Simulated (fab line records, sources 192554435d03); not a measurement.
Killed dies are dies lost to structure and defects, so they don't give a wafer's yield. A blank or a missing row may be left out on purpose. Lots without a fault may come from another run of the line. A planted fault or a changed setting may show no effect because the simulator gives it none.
A struck lot beside a sound one | flow n5_finfet | 15 steps out of a route of 1938
Sound: wafers L567.1, L567.2, L567.6. Struck: wafers L569.1, L569.2, L569.4. The cause comes at the end.
At each step with rows: each side's tool, then ch and its chambers, then its first start. Under that, the readings that differ: sound wafers | struck wafers | difference of the means | sigmas: that difference in standard deviations of wafers without a fault.
alike: readings whose means differ by less than 2 such deviations, and words and numbers that are the same on both sides. not compared: withheld readings, readings that some wafer has no value for, bounds like >300 that may hide the same value, and numbers for which the record gives no deviation and whose values overlap.
The two part at a step that has a row with sigmas, a row that says differs or no value, or rows on one side only. Numbers that don't overlap but have no deviation are shown without sigmas and don't part them. A reading that every wafer of one side lacks parts them only if that side has two wafers or more.

N5_BEOL_M1_OVL_MEAS_12:
  sound on overlay-02 ch 0, day 9 03:59; struck on overlay-01 ch 0, day 9 11:50
  alike: M1_OVL
N5_BEOL_M1_INSPECT_13: inspects for defects (brightfield).
  sound on defect_inspect-01, day 9 04:02; struck on defect_inspect-02, day 9 11:54
  alike: raw_defect_count
N5_BEOL_M1_DESCUM_16: chemistry O2, time 7 s.
  sound on rie_diel-05 ch 1,2,3, day 9 04:04; struck on rie_diel-02 ch 1,2,3, day 9 11:56
  alike: drypump_motor_current_A, oes_product_au, rf_vpp_V, showerhead_plenum_p_Torr, throttle_valve_pct
  not compared: rf_hours_counter_h
N5_BEOL_M1_ETCH_74: etches underlayer in N2/H2, target depth 6.5 nm, time 5.2 s.
  sound on rie_diel-05 ch 1,2,3, day 9 04:07; struck on rie_diel-02 ch 1,2,3, day 9 11:58
  alike: drypump_motor_current_A, etch_rf_on_time_s, oes_product_au, rf_vpp_V, showerhead_plenum_p_Torr, throttle_valve_pct
  not compared: rf_hours_counter_h
then, 1 step without rows for these wafers: N5_BEOL_M1_ETCH_63 (etches SiARC in CF4, target depth 15.6 nm, time 26 s).
N5_BEOL_M1_ETCH_64: etches SOC in N2/H2, target depth 75 nm, overetch 15 nm, time 112.5 s.
  sound on rie_diel-05 ch 1,2,3, day 9 04:09; struck on rie_diel-02 ch 1,2,3, day 9 12:01
  alike: drypump_motor_current_A, oes_product_au, rf_vpp_V, showerhead_plenum_p_Torr, throttle_valve_pct
  not compared: rf_hours_counter_h
then, 3 steps without rows for these wafers: N5_BEOL_M1_STRIP_65 (strips in N2/H2); N5_BEOL_M1_STRIP_75 (strips in N2/H2); N5_BEOL_M1_STRIP_66 (strips in CF4).
N5_BEOL_M1_HM_OPEN_17: chemistry Cl2/BCl3, target TiN, target depth 20 nm, overetch 6 nm.
  sound on rie_metal-02 ch 1, day 9 04:19; struck on rie_metal-03 ch 0,1, day 9 12:11
  reading                     | sound          | struck         | difference | sigmas
  drypump_motor_current_A (A) | 5.77 5.83 5.77 | 5.45 5.37 5.37 | -0.39      | -2
  alike: oes_product_au, throttle_valve_pct
  not compared: rf_hours_counter_h
N5_BEOL_M1_STRIP_19: strips in O2.
  sound on rie_diel-05 ch 0,2, day 9 04:31; struck on rie_diel-03 ch 1,2,3, day 9 12:17
  reading                     | sound       | struck      | difference | sigmas
  drypump_motor_current_A (A) | 6.4 6.3 6.4 | 4.9 5.4 5.3 | -1.2       | -2
  alike: oes_product_au, rf_vpp_V, showerhead_plenum_p_Torr, throttle_valve_pct
  not compared: rf_hours_counter_h
N5_BEOL_M1_CD_MEAS_18: pitch 36 nm, target cd 18 nm.
  sound on cd_sem-01, day 9 04:35; struck on cd_sem-01, day 9 12:22
  alike: cd_nm
N5_BEOL_M1_COAT_67: time 60 s, resist thk 60 nm.
  sound on litho_track-04 ch 0, day 9 04:38; struck on litho_track-04 ch 0, day 9 12:24
  reading                  | sound                | struck               | difference | sigmas
  heater_power_total_W (W) | 500.9 499.4 497.4    | 469.7 470.3 471.5    | -28.7      | -16
  plate_temp_C (C)         | 249.97 249.85 249.77 | 237.82 237.92 238.27 | -11.86     | -62
  alike: resist_line_temp_C
  not compared: model.SOC_of_BEOL_M1_COAT_67.thk_nm
then, 1 step without rows for these wafers: N5_BEOL_M1_COAT_68 (time 60 s, resist thk 12 nm).
N5_BEOL_M4_RC_MEAS_101:
  sound on prober-02 ch 0, day 10 20:58; struck on prober-01 ch 0, day 11 04:12
  alike: DIBL_N, DIBL_P, IOFF_N, IOFF_P, ION_N, ION_P, SS_N, SS_P, VT_N, VT_P

WHERE THEY PART
First at N5_BEOL_M1_HM_OPEN_17; last, within this record, at N5_BEOL_M1_COAT_67. Later steps at which nothing parts them and some readings are alike: N5_BEOL_M4_RC_MEAS_101.

WHY: what the simulator had put in
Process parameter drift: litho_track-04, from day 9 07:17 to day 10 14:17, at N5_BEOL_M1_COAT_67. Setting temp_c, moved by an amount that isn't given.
